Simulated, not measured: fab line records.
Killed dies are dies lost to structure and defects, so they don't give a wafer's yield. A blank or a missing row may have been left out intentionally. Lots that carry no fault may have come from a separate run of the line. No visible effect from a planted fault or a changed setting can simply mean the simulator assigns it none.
What tool caused it? || flow nand_harc || 14 lots with 42 wafers sampled at 3 steps, on a route of 1159 steps

## WHAT EACH GAUGE READ, for each wafer
NHARC_P_GATE_INSPECT_68. Usual: 195 for raw_defect_count, sd 66.
{"lot": "L687", "measured": "day 5 11:34", "on": "defect_inspect-01", "raw_defect_count": "177 98 117", "flag": ""}
{"lot": "L688", "measured": "day 5 20:20", "on": "defect_inspect-02", "raw_defect_count": "130 114 124", "flag": ""}
{"lot": "L692", "measured": "day 6 11:12", "on": "defect_inspect-02", "raw_defect_count": "197 216 261", "flag": ""}
{"lot": "L693", "measured": "day 7 04:16", "on": "defect_inspect-01", "raw_defect_count": "141 209 139", "flag": ""}
{"lot": "L699", "measured": "day 8 22:51", "on": "defect_inspect-01", "raw_defect_count": "157 232 161", "flag": ""}
{"lot": "L702", "measured": "day 9 07:16", "on": "defect_inspect-01", "raw_defect_count": "196 203 161", "flag": ""}
{"lot": "L701", "measured": "day 9 09:26", "on": "defect_inspect-01", "raw_defect_count": "148 209 149", "flag": ""}
{"lot": "L703", "measured": "day 9 13:49", "on": "defect_inspect-02", "raw_defect_count": "119 163 106", "flag": ""}
{"lot": "L705", "measured": "day 9 22:16", "on": "defect_inspect-01", "raw_defect_count": "169 157 167", "flag": ""}
{"lot": "L704", "measured": "day 10 00:37", "on": "defect_inspect-01", "raw_defect_count": "242 206 274", "flag": ""}
{"lot": "L706", "measured": "day 10 05:47", "on": "defect_inspect-01", "raw_defect_count": "238 206 323", "flag": ""}
{"lot": "L708", "measured": "day 10 14:56", "on": "defect_inspect-01", "raw_defect_count": "335 177 220", "flag": ""}
{"lot": "L707", "measured": "day 10 15:23", "on": "defect_inspect-01", "raw_defect_count": "146 196 216", "flag": ""}
{"lot": "L709", "measured": "day 11 03:32", "on": "defect_inspect-01", "raw_defect_count": "208 185 214", "flag": ""}

## WHAT TOOL EACH LOT RAN ON (gives the tool, then ch and the chambers of the sampled wafers, and finally the start)
{"lot": "L687", "NHARC_P_GATE_RTA_64": "rtp_anneal-02 ch 0, day 5 10:22", "NHARC_P_GATE_DEGAS_109": "pvd_sputter-02, day 5 10:38"}
{"lot": "L688", "NHARC_P_GATE_RTA_64": "rtp_anneal-01 ch 0, day 5 19:10", "NHARC_P_GATE_DEGAS_109": "pvd_sputter-03, day 5 19:23"}
{"lot": "L692", "NHARC_P_GATE_RTA_64": "rtp_anneal-02 ch 0, day 6 09:55", "NHARC_P_GATE_DEGAS_109": "pvd_sputter-01, day 6 10:13"}
{"lot": "L693", "NHARC_P_GATE_RTA_64": "rtp_anneal-02 ch 0, day 7 03:02", "NHARC_P_GATE_DEGAS_109": "pvd_sputter-03, day 7 03:17"}
{"lot": "L699", "NHARC_P_GATE_RTA_64": "rtp_anneal-02 ch 0, day 8 21:36", "NHARC_P_GATE_DEGAS_109": "pvd_sputter-02, day 8 21:54"}
{"lot": "L702", "NHARC_P_GATE_RTA_64": "rtp_anneal-01 ch 0, day 9 06:01", "NHARC_P_GATE_DEGAS_109": "pvd_sputter-02, day 9 06:19"}
{"lot": "L701", "NHARC_P_GATE_RTA_64": "rtp_anneal-02 ch 0, day 9 08:10", "NHARC_P_GATE_DEGAS_109": "pvd_sputter-01, day 9 08:28"}
{"lot": "L703", "NHARC_P_GATE_RTA_64": "rtp_anneal-01 ch 0, day 9 12:33", "NHARC_P_GATE_DEGAS_109": "pvd_sputter-03, day 9 12:52"}
{"lot": "L705", "NHARC_P_GATE_RTA_64": "rtp_anneal-02 ch 0, day 9 21:03", "NHARC_P_GATE_DEGAS_109": "pvd_sputter-03, day 9 21:19"}
{"lot": "L704", "NHARC_P_GATE_RTA_64": "rtp_anneal-02 ch 0, day 9 23:16", "NHARC_P_GATE_DEGAS_109": "pvd_sputter-01, day 9 23:32"}
{"lot": "L706", "NHARC_P_GATE_RTA_64": "rtp_anneal-02 ch 0, day 10 04:30", "NHARC_P_GATE_DEGAS_109": "pvd_sputter-01, day 10 04:49"}
{"lot": "L708", "NHARC_P_GATE_RTA_64": "rtp_anneal-01 ch 0, day 10 13:32", "NHARC_P_GATE_DEGAS_109": "pvd_sputter-02, day 10 13:52"}
{"lot": "L707", "NHARC_P_GATE_RTA_64": "rtp_anneal-01 ch 0, day 10 14:07", "NHARC_P_GATE_DEGAS_109": "pvd_sputter-02, day 10 14:25"}
{"lot": "L709", "NHARC_P_GATE_RTA_64": "rtp_anneal-02 ch 0, day 11 02:07", "NHARC_P_GATE_DEGAS_109": "pvd_sputter-01, day 11 02:24"}
- NHARC_P_GATE_RTA_64: time 1 s.
- NHARC_P_GATE_DEGAS_109: time 60 s.

## AS READ BY THE TOOLS THEMSELVES (means over the sampled wafers that have a number; for cases with no such wafer, the mark the record gives instead)
NHARC_P_GATE_RTA_64. Usual: anneal_temp_c_max 1057.5, standard deviation 1.7; lamp_power_pct 29.9 %, standard deviation 0.71; lamp_zone_3_pct 29.9 %, standard deviation 0.71; lamp_zone_4_pct 29.9 %, standard deviation 0.71; wafer_temp_C_max 1055.6, standard deviation 1.3.
{"lot": "L687", "tool": "rtp_anneal-02", "anneal_temp_c_max": 1057.1, "lamp_power_pct (%)": 30.5, "lamp_zone_3_pct (%)": 30.4, "lamp_zone_4_pct (%)": 30.4, "wafer_temp_C_max": 1057.2, "flag": ""}
{"lot": "L688", "tool": "rtp_anneal-01", "anneal_temp_c_max": 1059.1, "lamp_power_pct (%)": 29.0, "lamp_zone_3_pct (%)": 29.0, "lamp_zone_4_pct (%)": 28.9, "wafer_temp_C_max": 1054.6, "flag": ""}
{"lot": "L692", "tool": "rtp_anneal-02", "anneal_temp_c_max": 1055.5, "lamp_power_pct (%)": 30.4, "lamp_zone_3_pct (%)": 30.4, "lamp_zone_4_pct (%)": 30.4, "wafer_temp_C_max": 1056.9, "flag": ""}
{"lot": "L693", "tool": "rtp_anneal-02", "anneal_temp_c_max": 1057.7, "lamp_power_pct (%)": 30.4, "lamp_zone_3_pct (%)": 30.4, "lamp_zone_4_pct (%)": 30.4, "wafer_temp_C_max": 1056.6, "flag": ""}
{"lot": "L699", "tool": "rtp_anneal-02", "anneal_temp_c_max": 1055.8, "lamp_power_pct (%)": 30.4, "lamp_zone_3_pct (%)": 30.4, "lamp_zone_4_pct (%)": 30.4, "wafer_temp_C_max": 1054.7, "flag": ""}
{"lot": "L702", "tool": "rtp_anneal-01", "anneal_temp_c_max": 1057.9, "lamp_power_pct (%)": 28.9, "lamp_zone_3_pct (%)": 29.0, "lamp_zone_4_pct (%)": 29.0, "wafer_temp_C_max": 1054.2, "flag": ""}
{"lot": "L701", "tool": "rtp_anneal-02", "anneal_temp_c_max": 1056.7, "lamp_power_pct (%)": 30.3, "lamp_zone_3_pct (%)": 30.4, "lamp_zone_4_pct (%)": 30.3, "wafer_temp_C_max": 1056.5, "flag": ""}
{"lot": "L703", "tool": "rtp_anneal-01", "anneal_temp_c_max": 1058.2, "lamp_power_pct (%)": 29.0, "lamp_zone_3_pct (%)": 29.0, "lamp_zone_4_pct (%)": 28.9, "wafer_temp_C_max": 1055.2, "flag": ""}
{"lot": "L705", "tool": "rtp_anneal-02", "anneal_temp_c_max": 1057.0, "lamp_power_pct (%)": 30.4, "lamp_zone_3_pct (%)": 30.4, "lamp_zone_4_pct (%)": 30.4, "wafer_temp_C_max": 1056.5, "flag": ""}
{"lot": "L704", "tool": "rtp_anneal-02", "anneal_temp_c_max": 1057.9, "lamp_power_pct (%)": 30.5, "lamp_zone_3_pct (%)": 30.4, "lamp_zone_4_pct (%)": 30.5, "wafer_temp_C_max": 1055.0, "flag": ""}
{"lot": "L706", "tool": "rtp_anneal-02", "anneal_temp_c_max": 1056.1, "lamp_power_pct (%)": 30.5, "lamp_zone_3_pct (%)": 30.4, "lamp_zone_4_pct (%)": 30.4, "wafer_temp_C_max": 1055.6, "flag": ""}
{"lot": "L708", "tool": "rtp_anneal-01", "anneal_temp_c_max": 1058.0, "lamp_power_pct (%)": 28.9, "lamp_zone_3_pct (%)": 29.0, "lamp_zone_4_pct (%)": 29.0, "wafer_temp_C_max": 1053.9, "flag": ""}
{"lot": "L707", "tool": "rtp_anneal-01", "anneal_temp_c_max": 1057.5, "lamp_power_pct (%)": 28.9, "lamp_zone_3_pct (%)": 28.9, "lamp_zone_4_pct (%)": 28.9, "wafer_temp_C_max": 1055.0, "flag": ""}
{"lot": "L709", "tool": "rtp_anneal-02", "anneal_temp_c_max": 1057.3, "lamp_power_pct (%)": 30.4, "lamp_zone_3_pct (%)": 30.4, "lamp_zone_4_pct (%)": 30.3, "wafer_temp_C_max": 1055.8, "flag": ""}

NHARC_P_GATE_DEGAS_109. Usual: 457 W for heater_power_w, sd 34.
{"lot": "L687", "tool": "pvd_sputter-02", "heater_power_w (W)": 470, "flag": ""}
{"lot": "L688", "tool": "pvd_sputter-03", "heater_power_w (W)": 463, "flag": ""}
{"lot": "L692", "tool": "pvd_sputter-01", "heater_power_w (W)": 465, "flag": ""}
{"lot": "L693", "tool": "pvd_sputter-03", "heater_power_w (W)": 451, "flag": ""}
{"lot": "L699", "tool": "pvd_sputter-02", "heater_power_w (W)": 478, "flag": ""}
{"lot": "L702", "tool": "pvd_sputter-02", "heater_power_w (W)": 434, "flag": ""}
{"lot": "L701", "tool": "pvd_sputter-01", "heater_power_w (W)": 472, "flag": ""}
{"lot": "L703", "tool": "pvd_sputter-03", "heater_power_w (W)": 462, "flag": ""}
{"lot": "L705", "tool": "pvd_sputter-03", "heater_power_w (W)": 469, "flag": ""}
{"lot": "L704", "tool": "pvd_sputter-01", "heater_power_w (W)": 434, "flag": ""}
{"lot": "L706", "tool": "pvd_sputter-01", "heater_power_w (W)": 448, "flag": ""}
{"lot": "L708", "tool": "pvd_sputter-02", "heater_power_w (W)": 440, "flag": ""}
{"lot": "L707", "tool": "pvd_sputter-02", "heater_power_w (W)": 464, "flag": ""}
{"lot": "L709", "tool": "pvd_sputter-01", "heater_power_w (W)": 460, "flag": ""}

## THE ANSWER, worked out from the rows above alone
Rule: lot off if the mean of its wafers having a number is beyond 3 standard deviations from the usual mean. Also off: a lot with no number at a reading for which 4 or more lots have one. The other lots that the step has rows for count as sound. After the gauges, taken in route order, come the tools' own readings; for these a lot's mean is taken, as printed above. The first step at which some lot is off is used, and at that step the reading that is off furthest; a lot without a number counts as furthest.
Nothing can be told from this: no lot is off at any reading shown.

## WHAT THE SIMULATOR HAD PUT IN
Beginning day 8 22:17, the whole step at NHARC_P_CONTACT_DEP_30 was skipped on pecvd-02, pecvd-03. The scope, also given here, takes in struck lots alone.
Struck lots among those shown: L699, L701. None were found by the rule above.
